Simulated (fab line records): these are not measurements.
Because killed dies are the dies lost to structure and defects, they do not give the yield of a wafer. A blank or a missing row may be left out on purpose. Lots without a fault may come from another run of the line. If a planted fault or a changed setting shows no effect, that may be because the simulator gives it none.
A lot that was struck, set against a sound lot + flow n5Finfet + 18 steps out of a route of 1938
Sound: these wafers, L681.4, L681.5, L681.6. Struck: wafers L675.1, L675.6. (L675.5 of the same lot was not struck and is left out.) The cause comes at the end.
Order at every step that has rows: each side's tool, ch and its chambers, its first start. Under that, the readings that differ: sound wafers + struck wafers + difference of the means + sigmas: that difference in standard deviations of wafers without a fault.
alike: words and numbers the same on both sides, and readings whose means are apart by under 2 such deviations; not compared: readings that were withheld, readings missing a value for some wafer, numbers with overlapping values and no deviation given by the record, and bounds like >300 which may hide the same value.
The two part at a step that has a row with sigmas, a row that says differs or no value, or rows on one side only. Numbers that have no deviation but don't overlap get no sigmas and don't part them. A reading that every wafer of one side lacks parts them only if that side has two wafers or more.

first, 7 steps without rows for these wafers: N5_BEOL_M8_COAT_60 (time 60 s, resist thk 35 nm); N5_BEOL_M8_COAT_05 (resist thk 90 nm); N5_BEOL_M8_EBR_07; N5_BEOL_M8_SOFTBAKE_06 (time 60 s); N5_BEOL_M8_EXPOSE_08 (exposes mask M8); N5_BEOL_M8_PEB_09 (peb time 60 s); N5_BEOL_M8_DEVELOP_10 (develop time 30 s).
N5_BEOL_M8_CD_MEAS_11: target cd 38.5 nm.
  sound on cdSem-01 ch 0, day 14 08:10; struck on cdSem-02 ch 0, day 13 02:49
  alike: cdNm
N5_BEOL_M8_OVL_MEAS_12:
  sound on overlay-02 ch 0, day 14 08:11; struck on overlay-01 ch 0, day 13 02:51
  alike: M8_OVL
N5_BEOL_M8_INSPECT_13: inspects for defects (brightfield).
  sound on defectInspect-01, day 14 08:13; struck on defectInspect-02, day 13 02:53
  alike: rawDefectCount
N5_BEOL_M8_DESCUM_16: chemistry O2, time 7.9 s.
  sound on rieDiel-01 ch 0,1,3, day 14 08:15; struck on rieDiel-05 ch 0,1, day 13 02:55
  alike: drypumpMotorCurrentA, oesProductAu, rfFwdPowerW, rfVppV, showerheadPlenumPTorr, throttleValvePct
  not compared: rfHoursCounterH
N5_BEOL_M8_ETCH_61: etches SiARC in CF4, target depth 45.5 nm, time 75.8 s.
  sound on rieDiel-01 ch 0,1,3, day 14 08:17; struck on rieDiel-05 ch 0,1, day 13 02:57
| reading           | sound          | struck    | difference | sigmas |
|-------------------|----------------|-----------|------------|--------|
| etchRfOnTimeS (s) | 75.5 72.9 74.7 | 80.3 80.1 | +5.8       | +2     |
  alike: biasW, cf4FlowSccm, drypumpMotorCurrentA, oesProductAu, rfFwdPowerW, rfVppV, showerheadPlenumPTorr, throttleValvePct
  not compared: rfHoursCounterH
N5_BEOL_M8_ETCH_62: etches SOC in N2/H2, target depth 110 nm, overetch 22 nm, time 165 s.
  sound on rieDiel-01 ch 0,1,3, day 14 08:20; struck on rieDiel-05 ch 0,1, day 13 03:00
| reading                                   | sound          | struck    | difference | sigmas |
|-------------------------------------------|----------------|-----------|------------|--------|
| model.SiARC_of_BEOL_M8_COAT_60.thkNm (nm) | 28.4 28.4 28.4 | 26.8 26.6 | -1.7       |        |
  alike: biasW, drypumpMotorCurrentA, oesProductAu, rfFwdPowerW, rfVppV, showerheadPlenumPTorr, throttleValvePct
  not compared: rfHoursCounterH
then, 1 step without rows for these wafers: N5_BEOL_M8_STRIP_68 (strips in N2/H2).
N5_BEOL_M8_STRIP_67: strips in CF4.
  sound on rieDiel-01 ch 0,1,3, day 14 08:29; struck on rieDiel-05 ch 0,1, day 13 03:09
  alike: cf4FlowSccm, drypumpMotorCurrentA, oesProductAu, rfVppV, showerheadPlenumPTorr, throttleValvePct
  not compared: rfHoursCounterH
N5_BEOL_M8_HM_OPEN_17: chemistry Cl2/BCl3, target TiN, target depth 20 nm, overetch 6 nm.
  sound on rieMetal-02 ch 0,1, day 14 08:34; struck on rieMetal-03 ch 0,1, day 13 03:11
  alike: biasW, drypumpMotorCurrentA, mfcCl2Sccm, oes_ar_750_au, oesProductAu, rfFwdPowerW, throttleValvePct
  not compared: rfHoursCounterH, model.BEOL_M8.cdOffsetNm
N5_BEOL_M8_STRIP_19: strips in O2.
  sound on rieDiel-01 ch 0,3, day 14 08:38; struck on rieDiel-02 ch 0,1, day 13 03:18
  alike: drypumpMotorCurrentA, oesProductAu, rfVppV, showerheadPlenumPTorr, throttleValvePct
  not compared: rfHoursCounterH
-- the record jumps here: 3 days lie between the struck wafers' starts before and after (it left off in module BEOL_M8 and takes up again in module PASSIVATION, whose first step shown is number 1936 of the route) --
N5_PASSIVATION_PROBE_49:
  sound on prober-02, day 17 04:04; struck on prober-01, day 16 02:13
  alike: defectLimitedYield, killed_at_M0_to_M3, killed_at_M4_up, killedAtContacts, killedAtFrontEnd, killedAtOther, killedDies, killedOpen, killedShort, sort_bin_5_function, sort_bin_6_memory, sort_bin_8_speed, sortNPass

== WHERE THEY PART ==
Only at N5_BEOL_M8_ETCH_61, as far as this record shows. Later steps at which nothing parts them and some readings are alike: N5_BEOL_M8_ETCH_62, N5_BEOL_M8_STRIP_67, N5_BEOL_M8_HM_OPEN_17, N5_BEOL_M8_STRIP_19, N5_PASSIVATION_PROBE_49.

WHY: whatever the simulator had introduced
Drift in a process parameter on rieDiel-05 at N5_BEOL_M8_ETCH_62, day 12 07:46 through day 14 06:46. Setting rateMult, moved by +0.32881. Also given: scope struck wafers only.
